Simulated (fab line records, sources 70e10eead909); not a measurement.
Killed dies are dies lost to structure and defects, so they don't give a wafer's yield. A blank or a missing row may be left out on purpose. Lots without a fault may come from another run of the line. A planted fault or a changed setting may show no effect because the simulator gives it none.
fab line records | flow nand_harc
record lots=15 wafers=45 last_day=32
route steps=1302 shown P_START@1 P_ZERO_WELL@13 P_STI@90
lots that met no fault: from a run of the same line without faults
start_h: hours from the record's first day to the start of the lot's first wafer shown | wait_h: hours since the lot's step before | " the same as in the row above | L1.1+2: a row that stands for several wafers | - no value, or no start given | * or withheld: withheld | < > ~ a bound
route shown NAME@n: a module of which the file shows steps, and the number in the route of the first | usual: mean/standard deviation of fault-free wafers | same: alike in all rows | chamber/n: place in a boat | sites: the reading at each site | _std_site: their standard deviation | _edge_site: outer sites' mean less inner sites' | radius_mm: how far each site lies from the wafer's centre | mask NAME#n: copy n | behind: the tool/chamber that last shaped the wafer | hold: why the lot was held/for how many hours/how that ended | device: the transistor (n, p or np) that didn't switch | end of line: the same wafers' tests at the end of the route | a step without rows: its recipe alone | killed: dies lost to structure and defects at the first sort, not the wafer's yield | map: a wafer's dies, x killed, . not, _ none there
set.NAME: the setting as run; set.NAME@STEP: as run at that earlier step | model.NAME: the simulator's own value behind a step, which no gauge read
steps of the route over a sample of lots; a table a step, a row a wafer
services: from which hour (start_h, from the record's first day; less than 0 if before it) a tool's chamber was out of use, for how many hours, and why
## steps
# step NHARC_P_START_INSPECT_01
# usual raw_defect_count=3.5/1.9
# columns lot.wafer tool chamber start_h wait_h raw_defect_count
L401.2 defect_inspect-02 - 30.04 - 3
L401.5 " - " " 0
L401.6 " - " " 3
L404.3 defect_inspect-02 - 60.04 - 0
L404.4 " - " " 2
L404.6 " - " " 2
L406.2 defect_inspect-02 - 80.04 - 5
L406.3 " - " " 5
L406.5 " - " " 4
L407.1 defect_inspect-01 - 90.04 - 7
L407.3 " - " " 7
L407.5 " - " " 2
L408.2 defect_inspect-01 - 100.04 - 4
L408.4 " - " " 5
L408.5 " - " " 4
L409.1 defect_inspect-02 - 110.04 - 3
L409.3 " - " " 3
L409.4 " - " " 4
L414.1 defect_inspect-02 - 160.04 - 4
L414.4 " - " " 2
L414.6 " - " " 5
L415.4 defect_inspect-01 - 170.04 - 5
L415.5 " - " " 3
L415.6 " - " " 3
L416.3 defect_inspect-02 - 180.05 - 3
L416.4 " - " " 1
L416.5 " - " " 5
L417.3 defect_inspect-02 - 190.04 - 2
L417.4 " - " " 3
L417.5 " - " " 5
L419.2 defect_inspect-01 - 210.04 - 2
L419.3 " - " " 3
L419.6 " - " " 5
L420.1 defect_inspect-02 - 220.04 - 6
L420.3 " - " " 3
L420.4 " - " " 6
L421.2 defect_inspect-02 - 230.04 - 1
L421.3 " - " " 4
L421.5 " - " " 3
L422.3 defect_inspect-02 - 240.04 - 2
L422.5 " - " " 4
L422.6 " - " " 2
L423.1 defect_inspect-01 - 250.04 - 3
L423.3 " - " " 6
L423.4 " - " " 4
# step NHARC_P_ZERO_WELL_DEVELOP_10
# recipe time_s=50 dev_temp_c=22
# usual chill_plate_temp_C=23.00/0.11 developer_temp_C=22.00/0.11
# columns lot.wafer tool chamber start_h wait_h chill_plate_temp_C developer_temp_C
L401.2 litho_track-03 0 31 - 23.18 21.89
L401.5 " 0 " " 22.94 22.02
L401.6 " 0 " " 23.13 21.91
L404.3 litho_track-07 0 61 - 22.74 21.90
L404.4 " 0 " " 22.93 22.02
L404.6 " 0 " " 23.00 22.06
L406.2 litho_track-03 0 81 - 22.99 22.20
L406.3 " 0 " " 23.07 22.27
L406.5 " 0 " " 23.20 22.19
L407.1 litho_track-07 - 91 - - -
L407.3 " - " " - -
L407.5 " - " " - -
L408.2 litho_track-02 - 101 - - -
L408.4 " - " " - -
L408.5 " - " " - -
L409.1 litho_track-03 - 111 - - -
L409.3 " - " " - -
L409.4 " - " " - -
L414.1 litho_track-07 0 161 - 22.84 22.07
L414.4 " 0 " " 22.96 22.04
L414.6 " 0 " " 22.97 21.97
L415.4 litho_track-07 0 171 - 23.04 22.09
L415.5 " 0 " " 22.91 21.95
L415.6 " 0 " " 22.94 22.14
L416.3 litho_track-07 0 181 - 22.91 21.85
L416.4 " 0 " " 23.08 21.96
L416.5 " 0 " " 22.83 21.99
L417.3 litho_track-02 0 191 - 23.12 22.04
L417.4 " 0 " " 23.08 21.98
L417.5 " 0 " " 23.05 21.91
L419.2 litho_track-07 0 211 - 22.95 21.93
L419.3 " 0 " " 23.02 22.01
L419.6 " 0 " " 23.06 21.93
L420.1 litho_track-03 0 221 - 22.82 21.98
L420.3 " 0 " " 22.87 22.00
L420.4 " 0 " " 22.90 22.06
L421.2 litho_track-07 0 231 - 23.26 22.17
L421.3 " 0 " " 23.24 22.05
L421.5 " 0 " " 23.14 22.13
L422.3 litho_track-07 0 241 - 22.98 22.01
L422.5 " 0 " " 23.00 21.88
L422.6 " 0 " " 23.05 21.93
L423.1 litho_track-03 0 251 - 22.82 21.85
L423.3 " 0 " " 22.77 21.95
L423.4 " 0 " " 22.93 22.04
# step NHARC_P_ZERO_WELL_INSPECT_43
# usual raw_defect_count=11/5.3
# columns lot.wafer tool chamber start_h wait_h raw_defect_count
L401.2 defect_inspect-02 - 37.92 0.5 7
L401.5 " - " " 15
L401.6 " - " " 7
L404.3 defect_inspect-01 - 67.63 0.4 12
L404.4 " - " " 11
L404.6 " - " " 10
L406.2 defect_inspect-02 - 90.01 0.5 9
L406.3 " - " " 9
L406.5 " - " " 8
L407.1 defect_inspect-01 - 98.02 0.6 23
L407.3 " - " " 15
L407.5 " - " " 17
L408.2 defect_inspect-02 - 107.58 0.5 9
L408.4 " - " " 17
L408.5 " - " " 9
L409.1 defect_inspect-01 - 117.90 0.6 8
L409.3 " - " " 7
L409.4 " - " " 7
L414.1 defect_inspect-02 - 167.50 0.6 4
L414.4 " - " " 5
L414.6 " - " " 11
L415.4 defect_inspect-02 - 179.07 0.3 5
L415.5 " - " " 7
L415.6 " - " " 5
L416.3 defect_inspect-01 - 187.62 0.4 8
L416.4 " - " " 13
L416.5 " - " " 15
L417.3 defect_inspect-01 - 198.47 0.3 17
L417.4 " - " " 2
L417.5 " - " " 13
L419.2 defect_inspect-02 - 223.04 0.5 23
L419.3 " - " " 15
L419.6 " - " " 27
L420.1 defect_inspect-01 - 227.55 0.6 9
L420.3 " - " " 15
L420.4 " - " " 7
L421.2 defect_inspect-02 - 238.20 0.9 18
L421.3 " - " " 10
L421.5 " - " " 12
L422.3 defect_inspect-02 - 247.66 0.3 13
L422.5 " - " " 9
L422.6 " - " " 5
L423.1 defect_inspect-02 - 259.01 0.6 9
L423.3 " - " " 12
L423.4 " - " " 15
# step NHARC_P_STI_ETCH_15
# recipe target_depth_a=3000 taper_deg=4 time_s=100.1 hbr_flow_sccm=150 cl2_flow_sccm=50 rf_w=400 icp_w=400 bias_w=100 chemistry=HBr/Cl2
# usual chamber_pressure_mTorr=15.002/0.014 drypump_motor_current_A=5.7/0.44 hbr_flow_sccm=150.0/0.42 oes_product_au=1.000/0.016 throttle_valve_pct=26.406/0.01
# columns lot.wafer tool chamber start_h wait_h chamber_pressure_mTorr drypump_motor_current_A hbr_flow_sccm oes_product_au rf_hours_counter_h throttle_valve_pct
L401.2 rie_si-01 2 55.54 - 14.992 5.7 150.4 1.015 0.2 26.412
L401.5 " 0 " " 15.015 6.6 149.7 0.996 - 26.417
L401.6 " 1 " " 15.018 5.9 149.8 1.007 - 26.409
L404.3 rie_si-01 0 84.02 - 15.012 6.7 150.1 1.003 0.4 26.406
L404.6 " 2 " " 15.006 5.6 149.4 1.019 - 26.404
L404.4 " 1 " " 15.014 5.9 150.1 1.001 - 26.408
L406.3 rie_si-06 0 104.91 - 14.989 5.9 150.2 0.986 0.2 26.394
L406.2 " 3 " " 15.010 5.3 150.2 1.021 0.2 26.425
L406.5 " 1 " " 15.017 6.5 150.1 1.003 - 26.422
L414.1 rie_si-03 2 183.16 - 14.980 5.5 150.0 0.999 0.8 26.390
L414.4 " 3 " " 14.993 5.4 149.3 0.996 0.9 26.406
L414.6 " 0 " " 15.024 6.0 149.2 1.003 - 26.406
L415.4 rie_si-06 0 194.87 - 15.022 5.9 150.1 0.972 0.8 26.393
L415.6 " 3 " " 15.019 5.3 149.6 1.008 - 26.416
L415.5 " 0 " " 15.004 5.9 149.5 0.975 - 26.388
L416.4 rie_si-01 3 203.97 - 15.011 5.4 150.0 0.968 0.0 26.406
L416.3 " 0 " " 14.968 6.6 149.3 1.003 0.0 26.419
L416.5 " 2 " " 15.002 5.7 149.3 0.998 - 26.401
L417.4 rie_si-06 0 217.49 - 15.029 5.9 150.5 0.973 1.0 26.397
L417.3 " 3 " " 14.984 5.3 150.3 1.014 1.0 26.395
L417.5 " 0 " " 15.013 5.9 150.0 0.973 - 26.416
L419.2 rie_si-03 1 239.37 - 15.006 5.1 150.8 1.014 0.1 26.411
L419.3 " 2 " " 15.004 5.5 150.9 1.018 0.1 26.397
L419.6 " 0 " " 15.028 6.0 150.3 1.026 - 26.421
L420.4 rie_si-06 3 244.54 - 14.990 5.3 150.2 0.998 1.2 26.401
L420.3 " 1 " " 15.015 6.5 150.1 1.024 1.1 26.405
L420.1 " 2 " " 15.003 5.4 150.0 0.982 1.0 26.396
L421.3 rie_si-03 2 254.66 - 15.008 5.5 150.1 1.016 0.2 26.418
L421.2 " 3 " " 14.992 5.4 150.0 0.986 0.2 26.407
L421.5 " 3 " " 14.985 5.4 149.9 0.992 - 26.415
L422.3 rie_si-03 2 262.80 - 14.995 5.5 150.1 1.022 0.3 26.400
L422.6 " 1 " " 14.993 5.1 149.3 0.995 - 26.405
L422.5 " 2 " " 14.999 5.5 150.1 1.019 - 26.407
L423.1 rie_si-01 2 275.32 - 15.000 5.6 149.8 0.997 0.6 26.396
L423.4 " 0 " " 14.982 6.6 150.3 1.000 0.3 26.414
L423.3 " 1 " " 15.016 5.9 150.4 1.018 0.5 26.407
## services
# columns tool chamber start_h hours kind
rie_si-01 - 16.00 9.0 pm
rie_si-01 0 16.00 9.0 vent_cycle
rie_si-01 1 16.00 9.0 vent_cycle
rie_si-06 3 42.62 5.6 repair
rie_si-03 1 43.52 2.0 repair
rie_si-03 - 44.00 9.0 pm
litho_track-02 - 52.00 7.0 pm
rie_si-01 3 64.68 19.7 repair
rie_si-06 - 72.00 9.0 pm
litho_track-07 - 76.00 7.0 pm
rie_si-03 3 91.07 9.3 repair
litho_track-03 - 100.00 7.0 pm
rie_si-01 0 115.98 4.2 repair
rie_si-03 2 130.64 5.8 repair
rie_si-01 - 193.00 9.0 pm
rie_si-06 - 215.44 1.4 repair
rie_si-03 - 221.00 9.0 pm
litho_track-02 - 227.00 7.0 pm
rie_si-01 1 228.02 1.3 repair
rie_si-06 - 249.00 9.0 pm
litho_track-07 - 251.00 7.0 pm
rie_si-01 0 260.24 7.5 repair
rie_si-01 - 266.44 0.1 repair
litho_track-03 - 275.00 7.0 pm
## key
first_sign step=NHARC_P_ZERO_WELL_DEVELOP_10 reading=tool_record direction=missing
effect none on later readings
met_at NHARC_P_ZERO_WELL_DEVELOP_10
struck_lots L407,L408,L409
later_rows_left_out L407.1,L407.3,L407.5,L408.2,L408.4,L408.5,L409.1,L409.3,L409.4
sort_left_out L407.1,L407.3,L407.5,L408.2,L408.4,L408.5,L409.1,L409.3,L409.4
tester_left_out L407,L408,L409
not_acting_at NHARC_P_START_INSPECT_01,NHARC_P_ZERO_WELL_INSPECT_43,NHARC_P_STI_ETCH_15
onset_between 81 91
fault kind=skipped_step_whole tool=litho_track-02,litho_track-03,litho_track-07 chamber=- onset_h=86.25 steps=NHARC_P_ZERO_WELL_DEVELOP_10 scope=struck_lots_only
# tester_left_out: of these lots the tester's yield and bins aren't shown, on N5 and GAA mostly nor the transistor test; their killed dies are dies lost to structure and defects alone, not to doping, threshold or leakage, so they don't give the yield
# sort_left_out: the simulated sort isn't trusted on such a fault, so these wafers' sort isn't shown, and their yield isn't known
# later_rows_left_out: the simulator's readings of these wafers behind a module that went badly wrong aren't trusted and aren't shown, but for the sort
